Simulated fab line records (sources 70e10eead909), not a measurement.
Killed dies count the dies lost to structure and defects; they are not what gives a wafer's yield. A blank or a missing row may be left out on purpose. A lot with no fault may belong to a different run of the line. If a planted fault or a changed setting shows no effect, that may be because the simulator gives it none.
A lot that was struck, set against a sound lot -- flow nand_harc -- 14 steps out of a route of 1302
Sound: the wafers L357.2, L357.4, L357.6. Wafers L371.1, L371.2, L371.6 were the ones struck. The cause comes at the end.
Per side, at each step with rows, come the tool, then ch with its chambers, and then its first start. Under that, the readings that differ: sound wafers -- struck wafers -- difference of the means -- sigmas: that difference in standard deviations of wafers without a fault.
alike: a reading whose means differ by less than 2 such deviations, as well as words and numbers matching on both sides. not compared: withheld readings; readings where some wafer has no value; bounds like >300 that might hide an equal value; numbers whose values overlap and for which the record gives no deviation.
The two part at a step that has a row with sigmas, a row that says differs or no value, or rows on one side only. Numbers that don't overlap but have no deviation are shown without sigmas and don't part them. A reading that every wafer of one side lacks parts them only if that side has two wafers or more.

NHARC_A_M1_DESCUM_14: chemistry O2, time 3 s.
  sound on rie_diel-04 ch 2,3, day 26 00:57; struck on rie_diel-02 ch 0,2, day 31 12:40
  alike: drypump_motor_current_A, oes_product_au, rf_vpp_V, showerhead_plenum_p_Torr, throttle_valve_pct
  not compared: rf_hours_counter_h
NHARC_A_M1_ETCH_35: etches the open film in N2/H2, target depth 40 nm, overetch 12 nm, time 43.94 s.
  sound on rie_diel-04 ch 2,3, day 26 01:02; struck on rie_diel-02 ch 0,3, day 31 12:44
  alike: drypump_motor_current_A, oes_product_au, rf_vpp_V, showerhead_plenum_p_Torr, throttle_valve_pct
  not compared: rf_hours_counter_h
then, 1 step without rows for these wafers: NHARC_A_M1_ETCH_15 (etches the open film in C4F8/Ar, target depth 182.5 nm, time 91.2 s).
NHARC_A_M1_CD_MEAS_16:
  sound on cd_sem-01 at day 26 01:16; struck on cd_sem-03 at day 31 12:58
  alike: cd_nm
then, 1 step without rows for these wafers: NHARC_A_M1_STRIP_18 (strips in N2/H2).
NHARC_A_M1_ETCH_28: etches the open film in CF4/N2, target depth 30 nm, time 72.99 s.
  sound on rie_diel-02 ch 2,3; struck on rie_diel-12 ch 1,2,3
  alike: drypump_motor_current_A, oes_product_au, rf_vpp_V, showerhead_plenum_p_Torr, throttle_valve_pct
  not compared: rf_hours_counter_h
then, 3 steps without rows for these wafers: NHARC_A_M1_STRIP_19 (strips in post etch residue remover, time 600 s); NHARC_A_M1_DEGAS_29 (time 60 s); NHARC_A_M1_PRE_CLEAN_30 (time 30 s).
NHARC_A_M1_PVD_20: deposits TaN, target thk 5 nm, time 8.06 s.
  sound on pvd_sputter-02; struck on pvd_sputter-02
  alike: bias_v, throttle_valve_pct
NHARC_A_M1_PVD_21: deposits Cu, target thk 30 nm, time 20.49 s.
  sound on pvd_sputter-02; struck on pvd_sputter-02
  alike: throttle_valve_pct
then, 1 step without rows for these wafers: NHARC_A_M1_ECD_22 (material Cu, target thk 400 nm).
NHARC_A_M1_ANNEAL_31: time 90 s.
  struck on rtp_anneal-02, day 31 14:27; sound on rtp_anneal-02 ch 0, day 26 02:47
  no value came back on the struck wafers for anneal_temp_c (C), anneal_temp_c_max, wafer_temp_C_max; on the sound wafers anneal_temp_c (C) reads 225.01 224.70 224.73
then, 1 step without rows for these wafers: NHARC_A_M1_CMP_23 (polishes, t overpolish 20 s, target thk 154.34 nm).

WHERE THEY PART
At NHARC_A_M1_ANNEAL_31 and nowhere else, as far as this record goes.

WHY: what had been put in by the simulator
Beginning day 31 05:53, the whole step at NHARC_A_M1_ANNEAL_31 was skipped on rtp_anneal-02. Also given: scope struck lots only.
